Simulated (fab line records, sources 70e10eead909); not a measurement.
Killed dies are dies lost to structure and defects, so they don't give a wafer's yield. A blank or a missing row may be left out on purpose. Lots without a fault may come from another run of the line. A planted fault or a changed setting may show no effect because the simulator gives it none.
One fault seen from 2 desks | flow nand_harc | each desk has only its own numbers; what lay behind them comes last

THE METROLOGY DESK
What the gauges read, lot by lot, whatever tool the lot ran on: means of the sampled wafers that have a number. A lot is out of limits, marked OUT, if its mean lies more than 4 standard deviations from the usual mean; the brackets give that distance.
Columns: A = overlay_x_nm at NHARC_A_BLC_OVL_MEAS_11, usual -0.2 nm; B = overlay_y_nm at NHARC_A_BLC_OVL_MEAS_11, usual 0.0 nm
lot  | first seen here | A    | B
L697 | day 22 15:35    | -0.3 | -0.0
L698 | day 23 05:35    | 0.5  | -1.3
L702 | day 25 05:32    | 0.2  | -0.1
L703 | day 25 11:58    | -1.2 | -0.7
L704 | day 25 13:22    | -0.7 | 0.7
L705 | day 25 19:22    | 0.1  | 2.4
L712 | day 29 03:35    | 0.5  | 1.1
L713 | day 29 05:47    | 0.9  | 0.4
L714 | day 29 11:43    | -0.2 | 0.1
L717 | day 31 16:24    | -1.1 | -1.4
L720 | day 32 11:37    | 0.9  | 0.3
L719 | day 32 12:23    | 0.1  | -1.8
This desk's finding: nothing out of limits on any of the 12 lots.

THE TOOL OWNER'S DESK: litho_track-01
The tool's own readings at NHARC_A_M0_SOFTBAKE_04 (time 55 s): means of the sampled wafers that have a number, for each lot that ran on this tool. A lot is out of limits, marked OUT, if its mean lies more than 4 standard deviations from the usual mean; the brackets give that distance.
Columns: A = chill_plate_temp_C at NHARC_A_M0_SOFTBAKE_04, usual 22.97 C; B = heater_power_total_W at NHARC_A_M0_SOFTBAKE_04, usual 188.48 W
lot  | first seen here | A     | B
L698 | day 23 09:00    | 23.02 | 188.55
L704 | day 25 16:00    | 23.01 | 188.37
L712 | day 29 07:00    | 22.98 | 194.13 (+38) OUT
L714 | day 29 15:00    | 22.86 | 194.24 (+38) OUT
L719 | day 32 16:00    | 22.91 | 188.35
This desk's finding: out of limits on L712, L714; first on L712, day 29 07:00 (heater_power_total_W at NHARC_A_M0_SOFTBAKE_04). In limits: L698, L704, L719.

PUT TOGETHER
The tool owner's desk could have raised an alarm at day 29 07:00, on L712, L714.
The metrology desk saw nothing out of limits.
The metrology desk has L712, L714 on record, within its limits.
Of the lots named, all ran NHARC_A_M0_SOFTBAKE_04 on litho_track-01.

WHAT THE SIMULATOR HAD PUT IN
Process parameter drift: litho_track-01, from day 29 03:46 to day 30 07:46, at NHARC_A_M0_SOFTBAKE_04. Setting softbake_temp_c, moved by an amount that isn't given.
Lots struck among those shown: L712, L714.
Hours from the fault's start to each desk's first reading out of limits: the tool owner's desk, 3.
